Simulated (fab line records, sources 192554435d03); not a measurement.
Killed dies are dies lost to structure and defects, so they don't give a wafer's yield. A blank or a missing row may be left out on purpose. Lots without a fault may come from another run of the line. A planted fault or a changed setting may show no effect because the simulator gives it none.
Split-lot experiment | flow n5_finfet | 7 lots, 21 wafers read, on a route of 1938 steps

THE SPLIT
At N5_BEOL_M4_EXPOSE_08 (exposes mask M4), the setting dose_mj was moved away from the recipe's 41.25 on 10 of the 21 wafers read, by -7.2% to +5.7%. The other wafers ran this setting at the recipe's value.

FROM THE SPLIT TO THE READING: what the file shows between them, 2 steps
- N5_BEOL_M4_PEB_09: peb time 60 s
- N5_BEOL_M4_DEVELOP_10: develop time 30 s

THE READING
cd_nm, in nm, at N5_BEOL_M4_CD_MEAS_11 (target cd 16.79 nm). Fault-free wafers of this fab line usually give 16.71 nm, standard deviation 0.24 nm.

wafer  | tool, chamber at the split | dose_mj as run | against the recipe | cd_nm, nm | against lot-mates on the recipe
L076.4 | euv_scanner-02, 0          | 41.25          | recipe             | 16.56     | -
L076.5 | euv_scanner-02, 0          | 38.95          | -5.6%              | 15.78     | -0.78
L076.6 | euv_scanner-02, 0          | 38.95          | -5.6%              | 15.59     | -0.97
L079.2 | euv_scanner-01, 0          | 43.07          | +4.4%              | 17.58     | +0.80
L079.3 | euv_scanner-01, 0          | 41.25          | recipe             | 16.83     | -
L079.4 | euv_scanner-01, 0          | 41.25          | recipe             | 16.74     | -
L080.1 | euv_scanner-02, 0          | 41.25          | recipe             | 16.60     | -
L080.3 | euv_scanner-02, 0          | 39.92          | -3.2%              | 16.39     | -0.21
L080.6 | euv_scanner-02, 0          | 39.92          | -3.2%              | 15.97     | -0.63
L084.1 | euv_scanner-01, 0          | 38.3           | -7.2%              | 15.03     | -1.33
L084.2 | euv_scanner-01, 0          | 41.25          | recipe             | 16.36     | -
L084.4 | euv_scanner-01, 0          | 38.3           | -7.2%              | 14.71     | -1.65
L088.3 | euv_scanner-02, 0          | 43.61          | +5.7%              | 17.93     | +1.05
L088.4 | euv_scanner-02, 0          | 43.61          | +5.7%              | 17.60     | +0.72
L088.5 | euv_scanner-02, 0          | 41.25          | recipe             | 16.88     | -
L087.2 | euv_scanner-02, 0          | 41.25          | recipe             | 17.26     | -
L087.3 | euv_scanner-02, 0          | 41.25          | recipe             | 16.44     | -
L087.4 | euv_scanner-02, 0          | 41.25          | recipe             | 16.07     | -
L092.1 | euv_scanner-02, 0          | 42.3           | +2.5%              | 17.48     | +0.44
L092.2 | euv_scanner-02, 0          | 41.25          | recipe             | 16.83     | -
L092.3 | euv_scanner-02, 0          | 41.25          | recipe             | 17.25     | -

THE FIT
A straight line over all 21 wafers: cd_nm changes by +0.213 nm for each +1% of dose_mj; r = +0.93; the points scatter about the line by 0.32 nm.
The same after taking each lot's own level away (the mean of its wafers on the recipe; 21 wafers): +0.175 nm for each +1%; r = +0.93; scatter 0.26 nm.
On that fit, the largest move of dose_mj shifts the reading by 1.3 nm.
The lots' own levels span 16.360 to 17.040 nm, that is 2.8 times the standard deviation above.
So the lot-to-lot level changes the slope: the two fits differ.
Check: with one of the wafers moved furthest among these (-7.2%) left out of the fit, the line predicts -1.24 nm for it against its lot-mates. It came out at -1.33 nm against them.

OTHER SPLITS ON THESE WAFERS
These wafers also went through other splits before the reading. Each is held against what the fit with the lots' levels taken away leaves over:
other split on the same wafers    | wafers away from the commonest value | r with cd_nm (lot level and that fit taken away)
N5_BEOL_M1_ILD_DEP_00 time_s      | 6                                    | +0.11
N5_BEOL_M1_HM_DEP_02 target_thk_a | 6                                    | +0.15
N5_BEOL_M3_COAT_67 spin_rpm       | 9                                    | +0.08
N5_BEOL_M3_COAT_68 spin_rpm       | 7                                    | -0.17
N5_BEOL_M4_COAT_61 spin_rpm       | 4                                    | +0.15

THE WHOLE CHAIN: every reading that the file lists as answering this split, in the file's order
step                  | what it does                                                            | reading                                                               | change (the file's fit)               | r (the file's)
N5_BEOL_M4_CD_MEAS_11 | target cd 16.79 nm                                                      | cd_nm                                                                 | +0.175 nm for each +1% of the setting | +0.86
N5_BEOL_M4_ETCH_74    | etches underlayer in N2/H2, target depth 6.5 nm, time 5.2 s             | BEOL_M4.cd_offset_nm (the simulator's own value, which no gauge read) | +0.192 nm for each +1% of the setting | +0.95
N5_BEOL_M4_ETCH_63    | etches SiARC in CF4, target depth 15.6 nm, time 26 s                    | BEOL_M4.cd_offset_nm (the simulator's own value, which no gauge read) | +0.212 nm for each +1% of the setting | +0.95
N5_BEOL_M4_ETCH_64    | etches SOC in N2/H2, target depth 75 nm, overetch 22.5 nm, time 121.9 s | BEOL_M4.cd_offset_nm (the simulator's own value, which no gauge read) | +0.205 nm for each +1% of the setting | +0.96
N5_BEOL_M4_HM_OPEN_17 | chemistry Cl2/BCl3, target TiN, target depth 20 nm, overetch 6 nm       | BEOL_M4.cd_offset_nm (the simulator's own value, which no gauge read) | +0.217 nm for each +1% of the setting | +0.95

THE FILE'S OWN FIT
cd_nm changes by +0.175 nm for each +1% of dose_mj, r = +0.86.
